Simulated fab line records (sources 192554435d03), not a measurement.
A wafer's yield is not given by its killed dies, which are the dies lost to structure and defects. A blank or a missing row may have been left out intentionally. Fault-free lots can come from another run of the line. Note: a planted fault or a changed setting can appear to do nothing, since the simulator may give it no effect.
The tool behind it: which one? -- flow n5_finfet -- 30 wafers from 10 lots sampled at 2 of the route's 1938 steps

## WHAT EACH GAUGE READ, for each wafer
N5_BEOL_M2_CD_MEAS_28: target cd 26.2 nm, target cd y 24.1 nm.
lot,measured,on,cd_nm (nm)
L911,day 6 12:29,cd_sem-03,25.68 25.93 26.36
L913,day 7 03:47,cd_sem-03,26.59 26.45 26.62
L918,day 8 11:34,cd_sem-02,26.19 26.32 26.36
L921,day 9 18:55,cd_sem-01,26.08 26.21 26.00
L923,day 10 16:36,cd_sem-03,25.95 26.45 25.93
L925,day 10 22:22,cd_sem-03,26.39 25.92 26.24
L927,day 10 22:39,cd_sem-01,26.79 26.34 26.13
L926,day 11 02:57,cd_sem-01,25.77 26.17 26.07
L928,day 11 03:26,cd_sem-01,26.03 25.92 26.13
L930,day 11 19:59,cd_sem-02,25.86 26.43 26.30

## WHICH TOOL RAN EACH LOT (tool, then ch and the chambers of the sampled wafers, then the start)
lot,N5_BEOL_M2_STRIP_66
L911,"rie_diel-05 ch 2,3, day 6 11:56"
L913,"rie_diel-05 ch 0,2,3, day 7 03:07"
L918,"rie_diel-06 ch 1,3, day 8 11:01"
L921,"rie_diel-02 ch 1,3, day 9 18:01"
L923,"rie_diel-05 ch 1,2, day 10 14:55"
L925,"rie_diel-05 ch 0,2, day 10 21:49"
L927,"rie_diel-02 ch 1,2, day 10 22:06"
L926,"rie_diel-06 ch 0,2,3, day 11 02:24"
L928,"rie_diel-06 ch 0,1, day 11 02:54"
L930,"rie_diel-02 ch 0,2, day 11 19:14"
- N5_BEOL_M2_STRIP_66: strips in CF4.

## THE ANSWER, worked out from the rows above alone
Rule: the lots themselves supply what counts as usual. The widest of any qualifying gaps counts: lots, ordered by their means at a reading, are off when they make up no more than a third of the lots, leave a main group of 4 or more, and stand apart from it by 3 or more times the standard deviation of that group's means. Not used: any main group whose means are identical at the precision the tables above print for the reading. A lot without any number at a reading at which 4 lots or more have one is off too. Where the step has rows for the other lots, those lots are counted as sound.
No lot is off at any reading shown: from this, nothing can be told.

## WHAT THE SIMULATOR HAD INSERTED
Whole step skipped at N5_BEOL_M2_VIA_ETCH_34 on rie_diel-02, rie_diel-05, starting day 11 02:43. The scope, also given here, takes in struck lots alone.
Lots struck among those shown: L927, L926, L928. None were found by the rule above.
